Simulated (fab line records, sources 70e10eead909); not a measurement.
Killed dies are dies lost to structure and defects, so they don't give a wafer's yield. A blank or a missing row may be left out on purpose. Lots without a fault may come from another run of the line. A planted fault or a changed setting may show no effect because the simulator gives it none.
fab line records | flow nand_harc
record lots=6 wafers=18 last_day=33
route steps=1302 shown A_CHANNEL_HOLE_D1@469 A_CHANNEL_FILL_D1@490 END@1302
lots that met no fault: from a run of the same line without faults
start_h: hours from the record's first day to the start of the lot's first wafer shown | wait_h: hours since the lot's step before | " the same as in the row above | L1.1+2: a row that stands for several wafers | - no value, or no start given | * or withheld: withheld | < > ~ a bound
route shown NAME@n: a module of which the file shows steps, and the number in the route of the first | usual: mean/standard deviation of fault-free wafers | same: alike in all rows | chamber/n: place in a boat | sites: the reading at each site | _std_site: their standard deviation | _edge_site: outer sites' mean less inner sites' | radius_mm: how far each site lies from the wafer's centre | mask NAME#n: copy n | behind: the tool/chamber that last shaped the wafer | hold: why the lot was held/for how many hours/how that ended | device: the transistor (n, p or np) that didn't switch | end of line: the same wafers' tests at the end of the route | a step without rows: its recipe alone | killed: dies lost to structure and defects at the first sort, not the wafer's yield | map: a wafer's dies, x killed, . not, _ none there
set.NAME: the setting as run; set.NAME@STEP: as run at that earlier step | model.NAME: the simulator's own value behind a step, which no gauge read
lots at some steps of the route; a table a step, a row a wafer
services: from which hour (start_h, from the record's first day; less than 0 if before it) a tool's chamber was out of use, for how many hours, and why
## steps
# step NHARC_A_CHANNEL_HOLE_D1_ETCH_16
# recipe target_depth_a=31000 over_etch_frac=0.3 time_s=806 ion_energy_ev=150 o2_flow_sccm=400 cos_flow_sccm=20 ar_flow_sccm=0 rf_w=500 bias_w=300 chemistry=O2/COS
# usual drypump_motor_current_A=5.8/0.4 oes_product_au=1.001/0.011 rf_vpp_V=313.4/2.4 showerhead_plenum_p_Torr=3.07/0.15 throttle_valve_pct=28.331/0.009
# columns lot.wafer tool chamber start_h wait_h drypump_motor_current_A oes_product_au rf_hours_counter_h rf_vpp_V showerhead_plenum_p_Torr throttle_valve_pct
L787.1 rie_diel-04 1 - - 6.0 1.011 56 310.7 2.92 28.344
L787.4 " 3 " " 5.6 0.988 54 311.1 2.88 28.325
L787.5 " 0 " " 5.3 0.992 - 317.1 3.27 28.338
L794.2 rie_diel-06 0 - - 6.4 1.008 10 312.9 2.95 28.338
L794.3 " 1 " " 5.9 0.981 12 312.3 2.98 28.331
L794.5 " 2 " " 5.8 1.001 - 315.2 3.25 28.326
L796.1 rie_diel-06 2 - - 5.8 1.010 14 316.3 3.25 28.324
L796.5 " 2 " " 5.8 1.004 - 316.7 3.25 28.338
L796.6 " 3 " " 6.1 1.008 - 311.8 2.93 28.340
L807.3 rie_diel-06 1 - - 5.9 0.998 5 312.9 2.97 28.326
L807.2 " 2 " " 5.8 1.013 5 316.0 3.24 28.320
L807.5 " 0 " " 6.5 1.008 - 311.3 2.94 28.326
L808.4 rie_diel-06 2 - - 5.8 1.023 6 315.1 3.24 28.326
L808.1 " 0 " " 6.4 1.011 6 312.1 2.94 28.328
L808.3 " 1 " " 5.9 1.006 7 311.4 2.97 28.324
L810.4 rie_diel-06 0 - - 6.4 1.011 7 311.5 2.94 28.339
L810.6 " 0 " " 6.4 1.014 - 310.9 2.94 28.317
L810.5 " 1 " " 5.9 1.009 - 313.0 2.97 28.327
# step NHARC_A_CHANNEL_HOLE_D1_CD_MEAS_18
# usual cd_nm=97.3/2.7
# columns lot.wafer tool chamber start_h wait_h cd_nm
L787.1 cd_sem-03 - 173.60 - 96.1
L787.4 " - " " 98.1
L787.5 " - " " 93.9
L794.2 cd_sem-03 - 265.52 - 100.7
L794.3 " - " " 94.4
L794.5 " - " " 98.0
L796.1 cd_sem-02 - 278.48 - 94.9
L796.5 " - " " 89.2
L796.6 " - " " 97.2
L807.2 cd_sem-01 - 379.77 - 97.0
L807.3 " - " " 97.4
L807.5 " - " " 100.8
L808.1 cd_sem-02 - 401.26 - 99.1
L808.3 " - " " 99.2
L808.4 " - " " 91.9
L810.4 cd_sem-02 - 413.22 - 98.0
L810.5 " - " " 98.1
L810.6 " - " " 103.2
# step NHARC_A_CHANNEL_HOLE_D1_ETCH_19
# recipe bias_v=1200 source_w=2500 pressure_mtorr=15 time_s=34.5 ar_flow_sccm=375 c4f8_flow_sccm=28.8 o2_flow_sccm=96.2 temp_c=-20 target_depth_a=* chemistry=C4F8/O2/Ar
# usual drypump_motor_current_A=5.46/0.29 he_backside_leak_sccm=5.9/0.9 oes_air_line_au=1.005/0.021 showerhead_plenum_p_Torr=3.67/0.099 throttle_valve_pct=37.038/0.0088
# columns lot.wafer tool chamber start_h wait_h drypump_motor_current_A he_backside_leak_sccm oes_air_line_au rf_hours_counter_h showerhead_plenum_p_Torr throttle_valve_pct
L787.1 har_etch-02 0 173.68 0.1 5.23 5.6 1.006 280 3.68 37.037
L787.4 " 0 " " 5.22 6.4 1.019 - 3.68 37.030
L787.5 " 1 " " 5.69 7.5 0.995 - 3.81 37.042
L794.2 har_etch-01 0 267.84 2.3 5.15 5.4 0.973 130 3.67 37.039
L794.3 " 1 " " 5.81 5.5 0.997 - 3.58 37.051
L794.5 " 0 " " 5.13 5.4 0.999 - 3.67 37.063
L796.1 har_etch-02 0 278.55 0.1 5.21 5.9 1.032 340 3.65 37.034
L796.5 " 0 " " 5.22 6.2 0.999 - 3.65 37.035
L796.6 " 1 " " 5.67 6.9 1.032 - 3.78 37.035
L807.2 har_etch-01 0 381.99 2.2 5.13 5.6 1.016 203 3.63 37.036
L807.3 " 0 " " 5.13 5.5 1.003 - 3.63 37.034
L807.5 " 0 " " 5.12 5.6 0.996 - 3.63 37.054
L808.1 har_etch-02 1 401.34 0.1 5.69 4.5 1.001 4 3.74 37.053
L808.3 " 1 " " 5.67 4.4 1.034 - 3.74 37.038
L808.4 " 0 " " 5.22 4.8 1.002 - 3.98 37.040
L810.4 har_etch-02 1 415.34 2.1 5.67 4.6 1.020 - 3.74 37.036
L810.5 " 1 " " 5.66 4.4 1.019 - 3.74 37.032
L810.6 " 0 " " 5.22 5.4 1.046 - 3.98 37.046
# step NHARC_A_CHANNEL_HOLE_D1_ETCH_20
# recipe bias_v=3000 source_w=withheld pressure_mtorr=20 time_s=361.9 ar_flow_sccm=375 c4f8_flow_sccm=89.3 o2_flow_sccm=35.7 temp_c=-20 target_depth_a=16000 chemistry=C4F8/O2/Ar
# usual drypump_motor_current_A=5.46/0.3 he_backside_leak_sccm=5.9/0.91 oes_air_line_au=1.001/0.022 showerhead_plenum_p_Torr=3.63/0.095 throttle_valve_pct=32.156/0.0088
# columns lot.wafer tool chamber start_h wait_h drypump_motor_current_A he_backside_leak_sccm oes_air_line_au rf_hours_counter_h showerhead_plenum_p_Torr throttle_valve_pct
L787.1 har_etch-02 0 173.79 0.1 5.23 5.7 0.984 280 3.64 32.153
L787.4 " 0 " " 5.23 5.8 1.009 - 3.64 32.164
L787.5 " 1 " " 5.68 7.6 0.991 - 3.77 32.163
L794.2 har_etch-01 0 267.95 0.1 5.12 5.3 0.992 130 3.63 32.166
L794.3 " 1 " " 5.80 5.4 1.007 - 3.55 32.143
L794.5 " 0 " " 5.12 5.2 1.011 - 3.63 32.146
L796.1 har_etch-02 0 278.67 0.1 5.22 5.8 0.989 340 3.61 32.156
L796.5 " 0 " " 5.22 6.2 0.999 - 3.61 32.154
L796.6 " 1 " " 5.70 7.7 0.993 - 3.73 32.155
L807.2 har_etch-01 0 382.10 0.1 5.14 5.5 0.991 203 3.59 32.157
L807.3 " 0 " " 5.16 5.6 1.026 - 3.59 32.154
L807.5 " 0 " " 5.15 5.6 0.959 - 3.59 32.154
L808.1 har_etch-02 1 401.45 0.1 5.71 4.4 0.997 4 3.70 32.136
L808.3 " 1 " " 5.70 4.8 1.006 - 3.70 32.152
L808.4 " 0 " " 5.23 4.9 0.983 - 3.93 32.169
L810.4 har_etch-02 1 415.52 0.2 5.67 4.5 1.018 - 3.69 32.151
L810.5 " 1 " " 5.70 4.7 1.045 - 3.69 32.167
L810.6 " 0 " " 5.21 5.3 1.018 - 3.92 32.148
# step NHARC_A_CHANNEL_HOLE_D1_ETCH_21
# recipe bias_v=3000 source_w=withheld pressure_mtorr=20 time_s=514.3 ar_flow_sccm=375 c4f8_flow_sccm=89.3 o2_flow_sccm=35.7 temp_c=-20 target_depth_a=16000 chemistry=C4F8/O2/Ar
# step NHARC_A_CHANNEL_HOLE_D1_ETCH_22
# recipe bias_v=3000 source_w=withheld pressure_mtorr=20 time_s=666.7 ar_flow_sccm=375 c4f8_flow_sccm=89.3 o2_flow_sccm=35.7 temp_c=-20 target_depth_a=16000 chemistry=C4F8/O2/Ar
# step NHARC_A_CHANNEL_HOLE_D1_ETCH_23
# recipe bias_v=5000 source_w=withheld pressure_mtorr=20 time_s=819 ar_flow_sccm=375 c4f8_flow_sccm=89.3 o2_flow_sccm=35.7 temp_c=-20 target_depth_a=16000 chemistry=C4F8/O2/Ar
# step NHARC_A_CHANNEL_HOLE_D1_ETCH_24
# recipe bias_v=5000 source_w=withheld pressure_mtorr=20 time_s=906.2 ar_flow_sccm=375 c4f8_flow_sccm=93.8 o2_flow_sccm=31.2 temp_c=-20 target_depth_a=15000 chemistry=C4F8/O2/Ar
# step NHARC_A_CHANNEL_HOLE_D1_ETCH_25
# recipe bias_v=5000 source_w=withheld pressure_mtorr=20 time_s=1040.2 ar_flow_sccm=375 c4f8_flow_sccm=93.8 o2_flow_sccm=31.2 temp_c=-20 target_depth_a=15000 chemistry=C4F8/O2/Ar
# step NHARC_A_CHANNEL_HOLE_D1_ETCH_26
# recipe bias_v=300 source_w=2000 pressure_mtorr=30 time_s=224.1 ar_flow_sccm=375 c4f8_flow_sccm=11.4 o2_flow_sccm=113.6 temp_c=-20 target_depth_a=3000 chemistry=C4F8/O2/Ar
# usual drypump_motor_current_A=5.46/0.29 he_backside_leak_sccm=6.0/1 oes_air_line_au=1.002/0.02 showerhead_plenum_p_Torr=3.67/0.1 throttle_valve_pct=24.584/0.0085
# columns lot.wafer tool chamber start_h wait_h drypump_motor_current_A he_backside_leak_sccm oes_air_line_au rf_hours_counter_h showerhead_plenum_p_Torr throttle_valve_pct
L787.1 har_etch-02 0 177.46 0.7 5.21 5.6 1.005 284 3.68 24.584
L787.4 " 0 " " 5.22 5.8 1.026 - 3.68 24.590
L787.5 " 1 " " 5.66 8.1 1.015 - 3.81 24.580
L794.2 har_etch-01 0 271.60 0.7 5.14 5.3 1.019 134 3.67 24.580
L794.3 " 1 " " 5.81 5.3 1.015 - 3.58 24.570
L794.5 " 0 " " 5.11 5.3 0.992 - 3.67 24.576
L796.1 har_etch-02 0 282.32 0.7 5.24 6.3 0.996 344 3.65 24.588
L796.5 " 0 " " 5.23 6.0 0.992 - 3.65 24.588
L796.6 " 1 " " 5.71 7.6 1.022 - 3.78 24.586
L807.2 har_etch-01 0 385.75 0.7 5.15 5.5 0.973 206 3.63 24.599
L807.3 " 0 " " 5.16 5.6 1.011 - 3.63 24.595
L807.5 " 0 " " 5.14 5.5 0.986 - 3.63 24.590
L808.1 har_etch-02 1 405.15 0.7 5.67 4.3 1.005 7 3.74 24.591
L808.3 " 1 " " 5.66 4.3 1.022 - 3.74 24.588
L808.4 " 0 " " 5.23 5.2 1.009 - 3.99 24.581
L810.4 har_etch-02 1 419.13 0.5 5.71 4.9 0.981 - 3.74 24.601
L810.5 " 1 " " 5.70 4.7 0.992 - 3.74 24.586
L810.6 " 0 " " 5.23 5.3 0.977 - 3.98 24.587
# step NHARC_A_CHANNEL_HOLE_D1_ETCH_33
# recipe bias_v=400 source_w=2000 pressure_mtorr=25 time_s=90 ar_flow_sccm=375 c4f8_flow_sccm=41.7 o2_flow_sccm=83.3 temp_c=-20 target_depth_a=4000 chemistry=C4F8/O2/Ar
# step NHARC_A_CHANNEL_HOLE_D1_STRIP_41
# recipe n2_flow_sccm=150 h2_flow_sccm=150 ar_flow_sccm=0 bias_w=0 chemistry=N2/H2
# step NHARC_A_CHANNEL_HOLE_D1_STRIP_42
# recipe cf4_flow_sccm=100 chf3_flow_sccm=30 ar_flow_sccm=0 bias_w=0 chemistry=CF4/CHF3
# columns lot.wafer tool chamber start_h wait_h
L787.4+1+5 rie_diel-06 1,3,0 178.31 0.1
L794.2+3+5 rie_diel-06 3,2,0 272.42 0.1
L796.1+6+5 rie_diel-06 1,1,2 283.14 0.1
L807.3+2+5 rie_diel-04 0,2,3 386.58 0.1
L808.3+1+4 rie_diel-06 0,1,2 405.98 0.1
L810.4+5+6 rie_diel-06 0,3,0 419.89 0.1
# step NHARC_A_CHANNEL_HOLE_D1_STRIP_43
# recipe o2_flow_sccm=400 cos_flow_sccm=20 ar_flow_sccm=0 bias_w=0 chemistry=O2/COS
# step NHARC_A_CHANNEL_HOLE_D1_ETCH_44
# recipe target_depth_a=1400 overetch_a=140 time_s=77 ion_energy_ev=100 cf4_flow_sccm=80 o2_flow_sccm=20 ar_flow_sccm=0 rf_w=300 bias_w=100 chemistry=CF4/O2
# step NHARC_A_CHANNEL_HOLE_D1_STRIP_27
# recipe o2_flow_sccm=500 ar_flow_sccm=0 bias_w=0 chemistry=O2
# step NHARC_A_CHANNEL_HOLE_D1_PRECLEAN_28
# recipe time_s=* temp_c=50 bath_age_min=0 chemistry=SC1
# step NHARC_A_CHANNEL_HOLE_D1_SRD_29
# step NHARC_A_CHANNEL_HOLE_D1_CD_MEAS_30
# usual cd_nm=89.7/1.8
# columns lot.wafer tool chamber start_h wait_h cd_nm
L787.1 cd_sem-03 - 179.22 - 87.1
L787.4 " - " " 86.6
L787.5 " - " " 88.6
L794.2 cd_sem-01 - 273.34 - 90.7
L794.3 " - " " 88.8
L794.5 " - " " 90.3
L796.1 cd_sem-03 - 284.05 - 87.5
L796.5 " - " " 87.9
L796.6 " - " " 88.3
L807.2 cd_sem-01 - 387.50 - 89.8
L807.3 " - " " 90.9
L807.5 " - " " 90.8
L808.1 cd_sem-02 - 406.90 - 91.5
L808.3 " - " " 91.4
L808.4 " - " " 89.7
L810.4 cd_sem-03 - 420.81 - 88.5
L810.5 " - " " 90.8
L810.6 " - " " 89.9
# step NHARC_A_CHANNEL_HOLE_D1_XSEM_31
# recipe landing_energy_ev=35000
# usual bot_cd_nm=74.3/1.9 bow_nm=8.61/0.24 tilt_deg=0.07/0.044
# columns lot.wafer tool chamber start_h wait_h bot_cd_nm bow_nm tilt_deg
L787.1 xsem-02 0 179.31 0.1 71.2 8.96 -0.03
L787.4 " 0 " " 70.4 9.00 -0.03
L787.5 " 0 " " 72.5 8.86 -0.03
L794.2 xsem-01 0 273.43 0.1 76.4 8.54 0.13
L794.3 " 0 " " 74.7 8.49 0.13
L794.5 " 0 " " 75.7 8.51 0.13
L796.1 xsem-01 0 284.14 0.1 72.7 8.92 0.02
L796.5 " 0 " " 73.2 8.90 0.02
L796.6 " 0 " " 73.3 8.97 0.02
L807.2 xsem-02 0 387.59 0.1 74.2 8.50 0.06
L807.3 " 0 " " 75.4 8.55 0.06
L807.5 " 0 " " 76.2 8.62 0.06
L808.1 xsem-01 0 406.98 0.1 75.5 9.03 0.07
L808.3 " 0 " " 74.7 9.05 0.07
L808.4 " 0 " " 73.3 9.01 0.07
L810.4 xsem-01 0 420.90 0.1 73.4 8.55 0.06
L810.5 " 0 " " 76.0 8.56 0.06
L810.6 " 0 " " 74.7 8.62 0.06
# step NHARC_A_CHANNEL_HOLE_D1_INSPECT_40
# usual raw_defect_count=71/26
# columns lot.wafer tool chamber start_h wait_h raw_defect_count
L787.1 defect_inspect-02 - 179.41 - 83
L787.4 " - " " 100
L787.5 " - " " 97
L794.2 defect_inspect-01 - 273.52 - 399
L794.3 " - " " 409
L794.5 " - " " 422
L796.1 defect_inspect-01 - 284.24 - 478
L796.5 " - " " 497
L796.6 " - " " 451
L807.2 defect_inspect-02 - 387.69 - 56
L807.3 " - " " 79
L807.5 " - " " 61
L808.1 defect_inspect-01 - 407.08 - 57
L808.3 " - " " 88
L808.4 " - " " 72
L810.4 defect_inspect-01 - 420.99 - 31
L810.5 " - " " 34
L810.6 " - " " 35
# step NHARC_A_CHANNEL_FILL_D1_PRECLEAN_00
# recipe time_s=* temp_c=50 bath_age_min=0 chemistry=SC1
# step NHARC_END_SORT_01
# recipe temp_c=25
# usual killed_at_array=46/15 killed_at_other=1.0/1.3 killed_at_periphery=4/3 killed_dies=51/15 killed_open=3.2/1.8 killed_short=2.5/1.5
# same gross_dies=677
# columns lot.wafer tool chamber start_h wait_h killed_at_array killed_at_other killed_at_periphery killed_dies killed_open killed_short
L796.1 prober-01 0 654.74 2.6 104 1 7 112 6 2
L796.5 prober-01 0 657.96 3.7 128 1 6 135 1 3
L796.6 prober-01 0 658.76 4.0 112 3 4 119 1 1
L794.2 prober-02 0 655.50 2.8 103 0 2 105 4 2
L794.3 prober-02 0 656.31 3.1 115 2 3 120 0 4
L794.5 prober-02 0 657.93 3.7 83 2 1 86 2 2
L807.2 prober-01 0 763.15 2.8 25 1 4 30 3 0
L807.3 prober-01 0 763.95 3.1 25 2 3 30 5 3
L807.5 prober-01 0 765.54 3.7 25 0 9 34 2 5
L808.1 prober-01 0 785.97 2.5 35 1 2 38 2 2
L808.3 prober-01 0 787.56 3.1 27 0 7 34 5 3
L808.4 prober-01 0 788.36 3.4 34 2 3 39 7 2
L810.4 prober-02 0 788.42 3.4 49 0 3 52 3 3
L810.5 prober-02 0 789.23 3.7 33 0 4 37 3 0
L810.6 prober-02 0 790.04 4.0 41 0 3 44 1 3
# killed by level:class
L796.1 A_CHANNEL_HOLE_D1:unspecified=47 A_SLIT:chamber_film_flake=22 A_CHANNEL_HOLE_D1:chamber_film_flake=13 A_CHANNEL_HOLE_D2:chamber_film_flake=10 A_DECK1_JOINT:chamber_film_flake=3 A_CONTACT:chamber_film_flake=3 P_GATE:chamber_film_flake=2 P_M0:geometric_particle:open=1
L794.2 A_CHANNEL_HOLE_D1:unspecified=51 A_SLIT:chamber_film_flake=25 A_CHANNEL_HOLE_D2:chamber_film_flake=9 A_CONTACT:chamber_film_flake=4 A_CHANNEL_HOLE_D1:chamber_film_flake=3 A_DECK1_JOINT:chamber_film_flake=3 A_WL_FILL:chamber_film_flake=2 P_GATE:geometric_particle:open=1
L794.3 A_CHANNEL_HOLE_D1:unspecified=74 A_SLIT:chamber_film_flake=26 A_CHANNEL_HOLE_D2:chamber_film_flake=7 P_M0:geometric_particle:short=2 A_ONON_D1:geometric_particle:short=2 A_DECK1_JOINT:chamber_film_flake=2 A_CONTACT:chamber_film_flake=2 THIN_TSV:chamber_film_flake=2
L794.5 A_CHANNEL_HOLE_D1:unspecified=39 A_SLIT:chamber_film_flake=16 A_CHANNEL_HOLE_D2:chamber_film_flake=13 A_CONTACT:chamber_film_flake=6 A_ZERO_WELL:chamber_film_flake=2 A_CHANNEL_HOLE_D1:chamber_film_flake=2 THIN_TSV:chamber_film_flake=2 P_GATE:geometric_particle:short=1
L796.5 A_CHANNEL_HOLE_D1:unspecified=79 A_SLIT:chamber_film_flake=16 A_CHANNEL_HOLE_D1:chamber_film_flake=13 A_CHANNEL_HOLE_D2:chamber_film_flake=11 A_CONTACT:chamber_film_flake=5 P_ZERO_WELL:chamber_film_flake=3 P_CONTACT:geometric_particle:short=1 A_SOURCE_PLATE:geometric_particle:short=1
L796.6 A_CHANNEL_HOLE_D1:unspecified=50 A_CHANNEL_HOLE_D1:chamber_film_flake=27 A_SLIT:chamber_film_flake=21 A_CHANNEL_HOLE_D2:chamber_film_flake=9 A_CONTACT:chamber_film_flake=3 THIN_TSV:chamber_film_flake=3 P_GATE:chamber_film_flake=2 P_M1:geometric_particle:open=1
L807.2 A_CHANNEL_HOLE_D1:chamber_film_flake=12 A_SLIT:chamber_film_flake=4 A_STAIRCASE:chamber_film_flake=3 A_CONTACT:chamber_film_flake=3 P_M0:geometric_particle:open=1 P_M2:geometric_particle:open=1 A_CHANNEL_FILL_D2:geometric_particle:open=1 P_ZERO_WELL:chamber_film_flake=1
L807.3 A_CHANNEL_HOLE_D1:chamber_film_flake=10 A_ONON_D1:geometric_particle:open=2 P_ZERO_WELL:chamber_film_flake=2 A_WL_FILL:chamber_film_flake=2 A_SLIT:chamber_film_flake=2 A_CONTACT:chamber_film_flake=2 THIN_TSV:chamber_film_flake=2 P_M0:geometric_particle:open=1
L807.5 A_CHANNEL_HOLE_D1:chamber_film_flake=7 A_SLIT:chamber_film_flake=7 A_CONTACT:chamber_film_flake=3 P_ZERO_WELL:chamber_film_flake=2 P_GATE:chamber_film_flake=2 A_WL_FILL:chamber_film_flake=2 P_STI:geometric_particle:short=1 P_GATE:geometric_particle:short=1
L808.1 A_CONTACT:chamber_film_flake=14 A_SLIT:chamber_film_flake=8 A_BONDPAD:chamber_film_flake=4 A_ZERO_WELL:chamber_film_flake=3 A_M1:geometric_particle:short=2 A_M0:chamber_film_flake=2 P_M0:geometric_particle:open=1 A_SOURCE_PLATE:geometric_particle:open=1
L808.3 A_CONTACT:chamber_film_flake=7 A_SLIT:chamber_film_flake=6 A_BONDPAD:chamber_film_flake=3 P_M0:geometric_particle:open=2 A_M0:geometric_particle:open=2 P_ZERO_WELL:chamber_film_flake=2 A_ZERO_WELL:chamber_film_flake=2 A_CHANNEL_HOLE_D1:chamber_film_flake=2
L808.4 A_CONTACT:chamber_film_flake=11 A_SLIT:chamber_film_flake=7 A_BONDPAD:chamber_film_flake=5 THIN_TSV:chamber_film_flake=2 P_M0:geometric_particle:open=1 A_SOURCE_PLATE:geometric_particle:open=1 A_CHANNEL_HOLE_D1:geometric_particle:open=1 A_CHANNEL_FILL_D1:geometric_particle:open=1
L810.4 A_CHANNEL_HOLE_D2:chamber_film_flake=22 A_CONTACT:chamber_film_flake=11 A_SLIT:chamber_film_flake=5 A_WL_FILL:geometric_particle:short=3 A_WL_FILL:chamber_film_flake=2 A_M0:chamber_film_flake=2 P_GATE:geometric_particle:open=1 P_M2:geometric_particle:open=1
L810.5 A_CHANNEL_HOLE_D2:chamber_film_flake=21 A_SLIT:chamber_film_flake=4 A_SGD_CUT:chamber_film_flake=2 A_WL_FILL:chamber_film_flake=2 P_CONTACT:geometric_particle:open=1 A_CHANNEL_FILL_D1:geometric_particle:open=1 A_M0:geometric_particle:open=1 P_ZERO_WELL:chamber_film_flake=1
L810.6 A_CHANNEL_HOLE_D2:chamber_film_flake=22 A_SLIT:chamber_film_flake=5 P_ZERO_WELL:chamber_film_flake=2 A_SGD_CUT:chamber_film_flake=2 A_WL_FILL:chamber_film_flake=2 A_BLC:chamber_film_flake=2 A_M0:chamber_film_flake=2 P_M0:geometric_particle:open=1
# map L794.3 (x killed, . not)
____________.____________
_________......._________
_______..........._______
______..........x..______
_____......x........_____
____.................____
____........x........____
___............x.x....___
___.............xx....___
__.............xxxxxx..__
__............xxxxx....__
_...x.........xxxxxxx..._
_............xxxxxxxx..._
_...x........xxxxxxxx..._
_.............xxxxxxx..._
_............xxxxxxxxx.._
..............xxxxxxx...x
...............xxxxx..x..
.............x..xxx..x...
..............xx.x.xxxxxx
.....................xxxx
_................xx.xxxx_
_....................xxx_
_...................xxxx_
_............x......xxxx_
_....................xxx_
__.......x...........x.__
__......x.....x........__
___......x...........x___
___...................___
____.................____
____.................____
_____.......x......._____
______.............______
_______.......x..._______
_________......._________
____________.____________
# map L796.5 (x killed, . not)
____________.____________
_________......._________
_______..........._______
______...........x.______
_____.........x....._____
____...............x.____
____..........x.....x____
___........x...xxx....___
___..............x.x..___
__............xxxxxxx..__
__............x.xxxx...__
_..............xxxxxx..._
_.....x.......xxxxxxx.x._
_.............xxxxxxxx.x_
_.......x....xxxxxxxx..._
_.............xxxxxxxxxx_
........x...xxxxxxxxxxxxx
.............x.xxxxx...xx
.....x..........xxx.xx.xx
..............x.xxx...xxx
...x...........x...x..xxx
_..............x...x..x._
_....................x.x_
_...........x.........xx_
_......................x_
_..x..................xx_
__xx...................__
__xx...............x...__
___x..x...............___
___xx.................___
____xx...............____
____.x.........x.....____
_____x.............._____
______.............______
_______..........._______
_________......._________
____________.____________
## services
# columns tool chamber start_h hours kind
har_etch-02 0 150.69 - consumable_replace:focus_ring
har_etch-02 0 150.69 17.0 scheduled_down
har_etch-02 0 150.69 17.0 vent_cycle
rie_diel-06 0 163.73 - clean
rie_diel-06 1 163.73 - clean
rie_diel-06 0 167.20 8.6 repair
rie_diel-04 - 178.05 9.0 pm
rie_diel-04 0 206.95 14.8 repair
rie_diel-04 3 220.18 7.9 repair
rie_diel-04 1 287.23 1.5 repair
rie_diel-04 - 295.55 0.4 repair
rie_diel-06 - 307.23 9.0 pm
rie_diel-04 - 355.05 9.0 pm
rie_diel-04 1 373.40 9.3 repair
xsem-01 - 374.00 14.0 pm
har_etch-02 - 378.86 17.0 pm
har_etch-02 0 378.86 17.0 vent_cycle
har_etch-02 1 378.86 17.0 vent_cycle
har_etch-02 0 395.86 - clean
har_etch-02 0 395.86 - consumable_replace:focus_ring
har_etch-02 0 395.86 - consumable_replace:showerhead
har_etch-02 1 395.86 - clean
har_etch-02 1 395.86 - consumable_replace:esc
har_etch-02 1 395.86 - consumable_replace:focus_ring
## key
first_sign step=NHARC_A_CHANNEL_HOLE_D1_INSPECT_40 reading=raw_defect_count direction=up sigmas=14 usual=71 struck=443
effect step=NHARC_END_SORT_01 reading=killed_dies direction=up sigmas=4.2 usual=51 struck=113
more_kills_born_at NHARC_A_CHANNEL_HOLE_D1_STRIP_42@rie_diel-06=340
met_at NHARC_A_CHANNEL_HOLE_D1_STRIP_42
struck_wafers L794.2,L794.3,L794.5,L796.1,L796.5,L796.6
tester_left_out L794,L796
onset_between 178.31 272.42
fault kind=chamber_particle_source tool=rie_diel-06 chamber=- onset_h=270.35 steps=NHARC_A_CHANNEL_HOLE_D1_STRIP_42 rate_per_visit_cm2=0.57154 end_h=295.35
# tester_left_out: of these lots the tester's yield and bins aren't shown, on N5 and GAA mostly nor the transistor test; their killed dies are dies lost to structure and defects alone, not to doping, threshold or leakage, so they don't give the yield
